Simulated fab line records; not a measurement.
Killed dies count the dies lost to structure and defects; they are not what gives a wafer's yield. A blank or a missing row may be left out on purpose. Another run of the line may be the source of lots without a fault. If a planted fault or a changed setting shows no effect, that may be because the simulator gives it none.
Problem report, 8D (eight disciplines) form, completed by code	flow n5_finfet	the parts of the form that need people (team, actions taken, sign-off) are left out

1. THE PROBLEM
VT_P_LVT at N5_BEOL_M4_RC_MEAS_101 reads a mean of -128.6 mV on 2 wafers of 2 lots; wafers without a fault read -99.2 mV with a standard deviation of 2.6. Relative to the usual mean, that is a shift of -11 standard deviations.
The first sign was on wafer L285.1 at day 11 17:59, on prober-01. The record holds 25 wafers of 9 lots with a number at this step. The rule behind "out" and "out of limits": a value lying over 4 standard deviations away from the usual mean. The other wafers with a number count as sound.

2. WHAT IT IS AND WHAT IT IS NOT
question	is	is not
which readings at this step	VT_P_LVT, IOFF_P, IOFF_P_85C, IOFF_P_LIN, IOFF_P_LONG, ION_P, VT_P, VT_P_LONG	DIBL_N, DIBL_P, IOFF_N, ION_N, SS_P, VT_N
which lots	L285, L287	L272, L274, L278, L280, L281, L282, L291
which wafers of those lots	L285.1, L287.3	L285.4, L287.4
read on which gauges	prober-01	prober-02
when	from day 11 17:59	up to then (19 sound wafers); but 4 sound wafers of L287, L291 came after

3. WHAT RULES OUT EACH SUSPECT
Counting: a tool at a process step up to the reading stays a suspect if it ran every lot that is out. Sound lots after the first of them don't rule it out here, since some wafers of a struck lot are sound.
- the gauge at N5_BEOL_M4_RC_MEAS_101: ruled out. All the wafers that are out were read on prober-01, but those of them that N5_PASSIVATION_PROBE_49 has rows for are out there too, on other tools.
- rie_diel-03 at N5_HKMG_FIN_ETCH_54 (etches SiARC in CF4, target depth 45.5 nm, time 75.8 s): kept. It ran every lot that is out, first L285 (day 8 08:21); its last sound lot up to then is L281 (day 7 05:12).
- ald_metal-04 at N5_HKMG_FIN_PWFM_ALD_03 (deposits TiN, target thk 2 nm, pulse time 1 s, purge time 3 s): kept. It ran every lot that is out, first L285 (day 8 10:46); its last sound lot up to then is L282 (day 7 15:07).
- Within ald_metal-04 at N5_HKMG_FIN_PWFM_ALD_03: the wafers that are out ran in chambers 0, 1; their sound lot-mates ran in chambers 2, 3.
Left after counting: rie_diel-03 at N5_HKMG_FIN_ETCH_54, ald_metal-04 at N5_HKMG_FIN_PWFM_ALD_03.

4. THE CAUSE (what the simulator had put in)
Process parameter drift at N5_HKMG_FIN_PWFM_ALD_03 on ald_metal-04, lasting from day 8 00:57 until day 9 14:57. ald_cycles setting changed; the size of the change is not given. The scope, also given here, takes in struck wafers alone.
After counting, 2 suspects remain, this tool included.

5. THE EFFECT CHAIN, in route order
Each row: a reading where the mean over the struck wafers with a number is more than 3 standard deviations away from the usual. Only readings for which the record gives a usual standard deviation are gone through. hours: the time from each lot's start at the first step in this table that gives one to its start at this step, as a median over the lots. sigmas: the change in usual standard deviations.
hours	step	reading	usual	on struck wafers	change	sigmas
0	N5_BEOL_M4_RC_MEAS_101	IOFF_P	0.21 nA/um	0.07	-0.14	-4.5
0	N5_BEOL_M4_RC_MEAS_101	IOFF_P_85C	3.6 nA/um	1.5	-2.1	-4.8
0	N5_BEOL_M4_RC_MEAS_101	IOFF_P_LIN	0.098 nA/um	0.035	-0.064	-5.3
0	N5_BEOL_M4_RC_MEAS_101	IOFF_P_LONG	0.000105 nA/um	0.000063	-0.000042	-4.7
0	N5_BEOL_M4_RC_MEAS_101	ION_P	463 uA/um	418	-46	-6.6
0	N5_BEOL_M4_RC_MEAS_101	VT_P	-250 mV	-280	-30	-8.2
0	N5_BEOL_M4_RC_MEAS_101	VT_P_LONG	-276 mV	-304	-28	-8.8
0	N5_BEOL_M4_RC_MEAS_101	VT_P_LVT	-99.2 mV	-128.6	-29.4	-11
96	N5_PASSIVATION_PROBE_49	sort_n_pass	1079	132	-948	-53
96	N5_PASSIVATION_PROBE_49	sort_yield_pct	91.4 %	11.1	-80.3	-54
Its process steps:
- N5_PASSIVATION_PROBE_49

6. HOW IT WOULD HAVE BEEN CAUGHT EARLIER
Counted from the fault's start at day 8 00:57, it took 89 hours until the first out-of-limits reading at a measuring or inspecting step in this record, taken at day 11 17:59.
No tool reading at N5_HKMG_FIN_PWFM_ALD_03 that has a usual standard deviation in the record was out on any struck wafer, so an alarm limit of 4 standard deviations on those readings would not have fired.
Each of the lots that are out, 2 in all, had begun N5_HKMG_FIN_PWFM_ALD_03 on ald_metal-04 no later than day 11 17:59. Had the tool been put on hold then, not one of them would have been saved.
